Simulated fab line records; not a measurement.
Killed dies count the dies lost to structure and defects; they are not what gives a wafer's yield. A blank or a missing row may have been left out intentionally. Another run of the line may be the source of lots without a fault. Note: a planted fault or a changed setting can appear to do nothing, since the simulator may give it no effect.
fab line records | flow n5Finfet
record lots=14 wafers=40 lastDay=18
route steps=1938 shown BEOL_M15@1789
lots that met no fault: from a run of the same line without faults
startH: hours from the record's opening day to when the first of the lot's shown wafers began | waitH: hours since the lot's step before | " repeats the value in the row above | L1.1+2: several wafers, shown together as one row | - no value, or no start was given | * or withheld: withheld | < > ~ a bound
route shown NAME@n: NAME is a module with steps in the file, n the number in the route of the first one | usual: mean/standard deviation of fault-free wafers | same: alike in all rows | chamber/n: place in a boat | sites: the reading at each site | _std_site: the standard deviation of these | _edge_site: inner sites' mean taken away from outer sites' mean | radiusMm: for every site, how far away it sits from the centre of the wafer | mask NAME#n: copy n | behind: the last tool/chamber to shape the wafer | hold: the reason the lot was held/the length of the hold in hours/how it ended | device: which transistor (n, p or np) failed to switch | end of line: the route-end tests of the same wafers | where a step has no rows: the recipe by itself | killed: at the first sort, the dies lost to defects and structure; wafer yield is something else | map: the dies of a wafer, with x for killed, . for not killed, _ for no die there
set.NAME: the run value of the setting; set.NAME@STEP: its run value at that earlier step | model.NAME: the simulator's own value behind a step, which no gauge read
steps of the route over a sample of lots; a table a step, a row a wafer
services: the hour from which a tool's chamber was out of use, counted from the record's first day as startH (under 0 if before that day), plus the number of hours and why
## steps
# step N5_BEOL_M15_STRIP_63
# recipe chemistry=O2 powerW=600 tempC=60 pressureMtorr=30 rfFrequencyHz=6e+07 biasPowerW=0 overashFraction=0.3 o2FlowSccm=225
# usual drypumpMotorCurrentA=5.6/0.34 oesProductAu=0.77/0.073 rfVppV=3.5/0.72 showerheadPlenumPTorr=2.10/0.064 throttleValvePct=16.69/0.23
# columns lot.wafer tool chamber startH waitH drypumpMotorCurrentA oesProductAu rfHoursCounterH rfVppV showerheadPlenumPTorr throttleValvePct
L213.3 rieDiel-04 2 - - 6.0 0.68 240 2.8 1.98 16.82
L213.4 " 0 " " 5.7 0.77 131 2.9 2.13 16.86
L213.6 " 0 " " 5.7 0.77 - 3.7 2.13 16.89
L216.1 rieDiel-03 1 - - 5.4 0.78 135 3.6 2.09 16.48
L216.2 " 0 " " 5.7 0.82 75 4.1 2.20 16.80
L216.6 " 3 " " 5.9 0.68 - 5.7 2.07 16.90
L217.1 rieDiel-04 3 - - 5.1 0.75 157 3.8 2.08 16.33
L217.2 " 2 " " 6.0 0.68 250 4.7 1.98 16.83
L217.5 " 1 " " 5.7 0.83 - 4.0 2.06 16.66
L219.2 rieDiel-04 1 - - 5.7 0.83 99 3.4 2.06 16.66
L219.5 " 3 " " 5.1 0.74 - 3.9 2.08 16.34
L219.6 " 0 " " 5.7 0.77 - 4.5 2.13 16.88
L215.2 rieDiel-04 2 - - 6.0 0.67 251 4.7 1.98 16.83
L215.3 " 0 " " 5.7 0.77 139 3.3 2.13 16.88
L215.5 " 3 " " 5.0 0.75 - 2.7 2.08 16.35
L225.2 rieDiel-04 1 - - 5.7 0.81 113 3.9 2.06 16.67
L225.3 " 3 " " 5.0 0.74 172 3.9 2.08 16.38
L225.6 " 2 " " 6.0 0.98 - 3.6 2.24 16.41
L224.2 rieDiel-04 3 - - 5.0 0.74 175 3.5 2.08 16.38
L224.4 " 2 " " 6.0 0.97 - 3.5 2.24 16.43
L224.5 " 3 " " 5.0 0.73 - 3.3 2.08 16.37
L226.1 rieDiel-03 3 - - 5.9 0.95 9 2.3 2.06 16.42
L226.3 " 1 " " 5.4 0.75 160 4.0 2.08 16.54
L226.4 " 2 " " 5.7 0.71 200 2.8 2.15 17.01
L228.4 rieDiel-01 2 - - 6.3 0.69 - 3.1 2.17 16.86
L228.6 " 0 " " 5.8 0.78 - 2.9 2.14 16.60
L230.1 rieDiel-04 0 - - 5.8 0.75 162 4.5 2.12 16.93
L230.4 " 2 " " 6.1 0.94 16 3.8 2.23 16.44
L229.2 rieDiel-03 1 - - 5.3 0.75 163 3.4 2.08 16.53
L229.4 " 2 " " 5.6 0.72 208 3.5 2.15 17.01
L229.5 " 3 " " 5.9 0.93 - 3.7 2.06 16.46
L227.3 rieDiel-01 1 - - 5.9 0.69 250 2.6 2.00 17.04
L227.4 " 3 " " 5.7 0.72 196 4.5 1.98 16.82
L227.5 " 2 " " 6.4 0.69 - 4.6 2.17 16.87
L234.1 rieDiel-01 2 - - 6.4 0.67 239 2.9 2.17 16.85
L234.2 " 3 " " 5.7 0.72 203 2.4 1.97 16.85
L234.5 " 0 " " 5.8 0.77 - 3.8 2.13 16.60
L235.1 rieDiel-04 1 - - 5.7 0.80 133 3.4 2.05 16.73
L235.2 " 0 " " 5.7 0.75 169 4.8 2.12 16.93
L235.4 " 2 " " 6.1 0.89 25 3.6 2.23 16.48
# step N5_BEOL_M15_DEVELOP_27
# recipe developTimeS=45 rinseLiquid=diw dry=airSpin devTempC=21
# usual chillPlateTempC=23.01/0.098 developTimeS=45/0
# columns lot.wafer tool chamber startH waitH chillPlateTempC developTimeS
L213.3 lithoTrack-05 0 268.18 - 23.04 45
L213.4 " 0 " " 23.12 45
L213.6 " 0 " " 23.02 45
L216.1 lithoTrack-05 0 284.91 - 23.04 45
L216.2 " 0 " " 22.95 45
L216.6 " 0 " " 23.06 45
L217.1 lithoTrack-02 - 298.38 - - -
L217.2 " - " " - -
L217.5 " - " " - -
L219.2 lithoTrack-05 - 301.52 - - -
L219.5 " - " " - -
L219.6 " - " " - -
L215.2 lithoTrack-05 0 302.10 - 22.83 45
L215.3 " 0 " " 22.97 45
L215.5 " 0 " " 23.02 45
L225.2 lithoTrack-04 0 339.16 - 22.86 45
L225.3 " 0 " " 22.98 45
L225.6 " 0 " " 22.92 45
L224.2 lithoTrack-05 0 348.68 - 23.07 45
L224.4 " 0 " " 22.86 45
L224.5 " 0 " " 23.11 45
L226.1 lithoTrack-05 0 353.78 - 23.08 45
L226.3 " 0 " " 23.10 45
L226.4 " 0 " " 23.11 45
L228.4 lithoTrack-02 0 355.56 - 22.98 45
L228.6 " 0 " " 23.09 45
L230.1 lithoTrack-02 0 374.15 - 22.97 45
L230.4 " 0 " " 22.95 45
L229.2 lithoTrack-02 0 375.10 - 23.18 45
L229.4 " 0 " " 22.95 45
L229.5 " 0 " " 23.29 45
L227.3 lithoTrack-04 0 375.28 - 23.03 45
L227.4 " 0 " " 23.09 45
L227.5 " 0 " " 23.09 45
L234.1 lithoTrack-05 0 396.49 - 22.90 45
L234.2 " 0 " " 22.96 45
L234.5 " 0 " " 22.86 45
L235.1 lithoTrack-02 0 398.82 - 23.07 45
L235.2 " 0 " " 23.18 45
L235.4 " 0 " " 23.21 45
# step N5_BEOL_M15_OVL_MEAS_29
# recipe pointsPerWafer=44
# usual M15_OVL=2/4.1
# columns lot.wafer tool chamber startH waitH M15_OVL[nm]
L213.3 overlay-01 0 268.32 0.0 16
L213.4 " 0 " " 3
L213.6 " 0 " " 6
L216.1 overlay-01 0 285.05 0.0 -1
L216.2 " 0 " " 2
L216.6 " 0 " " 4
L217.1 overlay-02 0 298.52 0.0 -
L217.2 " 0 " " -
L217.5 " 0 " " -
L219.2 overlay-02 0 301.66 0.0 -
L219.5 " 0 " " -
L219.6 " 0 " " -
L215.2 overlay-02 0 302.24 0.0 0
L215.3 " 0 " " 2
L215.5 " 0 " " 2
L225.2 overlay-01 0 339.30 0.0 6
L225.3 " 0 " " 0
L225.6 " 0 " " 0
L224.2 overlay-01 0 348.82 0.0 -1
L224.4 " 0 " " 1
L224.5 " 0 " " 4
L226.1 overlay-02 0 353.92 0.0 5
L226.3 " 0 " " 9
L226.4 " 0 " " 4
L228.4 overlay-01 0 355.70 0.0 10
L228.6 " 0 " " 2
L230.1 overlay-02 0 374.29 0.0 3
L230.4 " 0 " " 3
L229.2 overlay-02 0 375.24 0.0 1
L229.4 " 0 " " 3
L229.5 " 0 " " 4
L227.3 overlay-01 0 375.43 0.0 -4
L227.4 " 0 " " -1
L227.5 " 0 " " -4
L234.1 overlay-01 0 396.63 0.0 -2
L234.2 " 0 " " 8
L234.5 " 0 " " -4
L235.1 overlay-02 0 398.96 0.0 6
L235.2 " 0 " " 4
L235.4 " 0 " " 4
# step N5_BEOL_M15_STRIP_36
# recipe chemistry=O2 powerW=600 tempC=60 pressureMtorr=30 rfFrequencyHz=6e+07 biasPowerW=0 overashFraction=0.3 o2FlowSccm=225
# usual drypumpMotorCurrentA=5.76/0.29 oesProductAu=0.77/0.073 rfVppV=3.5/0.95 showerheadPlenumPTorr=2.10/0.071 throttleValvePct=16.74/0.21
# columns lot.wafer tool chamber startH waitH drypumpMotorCurrentA oesProductAu rfHoursCounterH rfVppV showerheadPlenumPTorr throttleValvePct
L213.3 rieDiel-04 1 269.64 1.0 5.66 0.85 88 4.0 2.07 16.63
L213.4 " 3 " " 5.06 0.75 147 3.3 2.09 16.30
L213.6 " 3 " " 5.02 0.75 - 5.0 2.09 16.34
L216.1 rieDiel-01 2 286.30 0.9 6.33 0.70 207 2.3 2.18 16.81
L216.2 " 3 " " 5.69 0.75 170 2.9 1.98 16.78
L216.6 " 3 " " 5.70 0.74 - 4.3 1.98 16.80
L217.1 rieDiel-01 2 300.75 1.9 6.36 0.71 211 2.1 2.17 16.87
L217.2 " 3 " " 5.69 0.74 174 2.9 1.98 16.80
L217.5 " 0 " " 5.80 0.79 - 2.0 2.14 16.53
L219.2 rieDiel-03 1 302.48 0.1 5.35 0.76 142 1.9 2.09 16.52
L219.5 " 2 " " 5.62 0.72 - 2.8 2.16 16.97
L219.6 " 1 " " 5.36 0.78 - 4.1 2.09 16.49
L215.2 rieDiel-01 0 302.64 0.1 5.77 0.79 88 5.0 2.14 16.55
L215.3 " 3 " " 5.67 0.74 175 3.5 1.98 16.81
L215.5 " 1 " " 5.93 0.70 - 3.7 2.00 17.01
L225.2 rieDiel-04 0 344.34 4.7 5.74 0.75 155 3.6 2.12 16.91
L225.3 " 3 " " 5.04 0.74 174 2.4 2.08 16.39
L225.6 " 1 " " 5.67 0.81 - 3.5 2.06 16.67
L224.2 rieDiel-03 0 349.74 0.5 5.74 0.80 100 2.9 2.19 16.83
L224.4 " 2 " " 5.63 0.71 199 3.4 2.15 17.02
L224.5 " 3 " " 5.88 0.97 - 3.4 2.06 16.43
L226.1 rieDiel-03 0 358.13 3.9 5.67 0.79 103 4.7 2.19 16.83
L226.3 " 3 " " 5.93 0.95 12 5.4 2.06 16.48
L226.4 " 3 " " 5.94 0.92 - 4.3 2.06 16.44
L228.4 rieDiel-01 1 358.37 2.3 5.91 0.68 245 2.6 2.00 17.03
L228.6 " 1 " " 5.91 0.69 - 1.8 2.00 17.03
L230.1 rieDiel-01 3 376.88 2.0 5.69 0.73 197 2.9 1.97 16.82
L230.4 " 3 " " 5.69 0.72 - 4.5 1.97 16.82
L229.2 rieDiel-01 2 379.71 4.1 6.37 0.69 234 5.1 2.17 16.86
L229.4 " 0 " " 5.76 0.75 - 3.0 2.14 16.60
L229.5 " 3 " " 5.69 0.72 - 2.8 1.97 16.79
L227.3 rieDiel-03 1 381.25 5.5 5.34 0.76 165 2.9 2.08 16.55
L227.4 " 3 " " 5.89 0.93 20 2.9 2.06 16.46
L227.5 " 1 " " 5.34 0.74 - 4.6 2.08 16.54
L234.1 rieDiel-04 3 397.97 1.0 5.06 0.73 191 2.7 2.07 16.38
L234.2 " 2 " " 6.00 0.91 26 3.3 2.23 16.46
L234.5 " 0 " " 5.71 0.75 - 3.3 2.12 16.95
L235.1 rieDiel-03 0 402.48 3.2 5.72 0.78 117 4.4 2.18 16.88
L235.2 " 1 " " 5.37 0.74 172 4.4 2.08 16.53
L235.4 " 3 " " 5.87 0.91 27 3.1 2.06 16.48
## services
# columns tool chamber startH hours kind
rieDiel-03 - 262.64 0.5 repair
rieDiel-04 0 289.58 7.4 repair
rieDiel-03 3 292.15 - clean
rieDiel-03 3 292.15 - consumableReplace:focusRing
rieDiel-03 3 292.15 28.0 scheduledDown
rieDiel-03 3 292.15 28.0 ventCycle
rieDiel-04 2 306.17 5.3 repair
rieDiel-04 2 311.66 - clean
rieDiel-04 2 311.66 - consumableReplace:focusRing
rieDiel-04 2 311.66 - consumableReplace:showerhead
rieDiel-04 2 311.66 12.8 scheduledDown
rieDiel-04 2 311.66 12.8 ventCycle
rieDiel-03 2 342.53 6.8 repair
rieDiel-04 0 344.79 4.5 repair
rieDiel-01 3 352.67 2.8 repair
rieDiel-01 1 374.97 - clean
rieDiel-01 1 374.97 - consumableReplace:focusRing
rieDiel-01 1 374.97 - consumableReplace:showerhead
rieDiel-01 1 374.97 30.8 scheduledDown
rieDiel-01 1 374.97 30.8 ventCycle
## key
firstSign step=N5_BEOL_M15_DEVELOP_27 reading=toolRecord direction=missing
effect none on later readings
metAt N5_BEOL_M15_DEVELOP_27
struckLots L217,L219
laterRowsLeftOut L217.1,L217.2,L217.5,L219.2,L219.5,L219.6
sortLeftOut L217.1,L217.2,L217.5,L219.2,L219.5,L219.6
notActingAt N5_BEOL_M15_STRIP_63,N5_BEOL_M15_OVL_MEAS_29,N5_BEOL_M15_STRIP_36
onsetBetween 284.91 298.38
fault kind=skippedStepWhole tool=lithoTrack-02,lithoTrack-05 chamber=- onsetH=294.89 steps=N5_BEOL_M15_DEVELOP_27 scope=struckLotsOnly
# sortLeftOut: the simulated sort isn't trusted on such a fault, so these wafers' sort isn't shown, and their yield isn't known
# laterRowsLeftOut: the simulator's readings of these wafers behind a module that went badly wrong aren't trusted and aren't shown, but for the sort
